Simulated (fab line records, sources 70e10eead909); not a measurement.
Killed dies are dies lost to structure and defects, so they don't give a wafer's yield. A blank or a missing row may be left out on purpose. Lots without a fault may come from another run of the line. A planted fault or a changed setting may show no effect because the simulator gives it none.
Chamber matching | flow nand_harc | NHARC_A_CONTACT_ETCH_90 on rie_diel-12: 4 sister chambers
The step etches the open film in CH3F/O2, target depth 40 nm, time 85.7 s. 4 wafers are shown with their chamber, then 12 later ones without.

WAFERS WITH THEIR CHAMBER
wafer  | chamber | showerhead_plenum_p_Torr (Torr)
L089.1 | 3       | 2.50
L091.6 | 2       | 2.39
L092.3 | 0       | 2.53
L092.5 | 1       | 2.33

WAFERS WITHOUT THEIR CHAMBER
wafer  | showerhead_plenum_p_Torr (Torr)
L093.3 | 2.38
L093.5 | 2.53
L093.6 | 2.50
L094.2 | 2.38
L094.3 | 2.50
L094.4 | 2.33
L096.1 | 2.53
L096.3 | 2.50
L096.4 | 2.38
L097.3 | 2.52
L097.4 | 2.49
L097.6 | 2.49

WHICH CHAMBER EACH WENT THROUGH
wafer  | from the rows above     | in truth
L093.3 | 2                       | 2
L093.5 | 0                       | 0
L093.6 | 3                       | 3
L094.2 | 2                       | 2
L094.3 | 3                       | 3
L094.4 | 1                       | 1
L096.1 | 0                       | 0
L096.3 | 3                       | 3
L096.4 | 2                       | 2
L097.3 | can't be placed: 0 or 3 | 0
L097.4 | 3                       | 3
L097.6 | 3                       | 3
Placed correctly: 11 of 12. Can't be placed from these rows: 1 (the true chamber is among the candidates in 1). Placed wrongly: 0.
How it was worked out, from the rows above alone: a wafer's distance from a chamber is the root of the sum, over the readings, of the square of ((its reading less the chamber's mean) divided by the reading's scatter). The wafer belongs to the nearest chamber; if the next one is less than 2 further off, it can't be placed. A chamber's mean is the mean of its shown wafers. The scatter: with one shown wafer a chamber, the root of the mean of the squares of how far each hidden wafer lies from its nearest shown one.
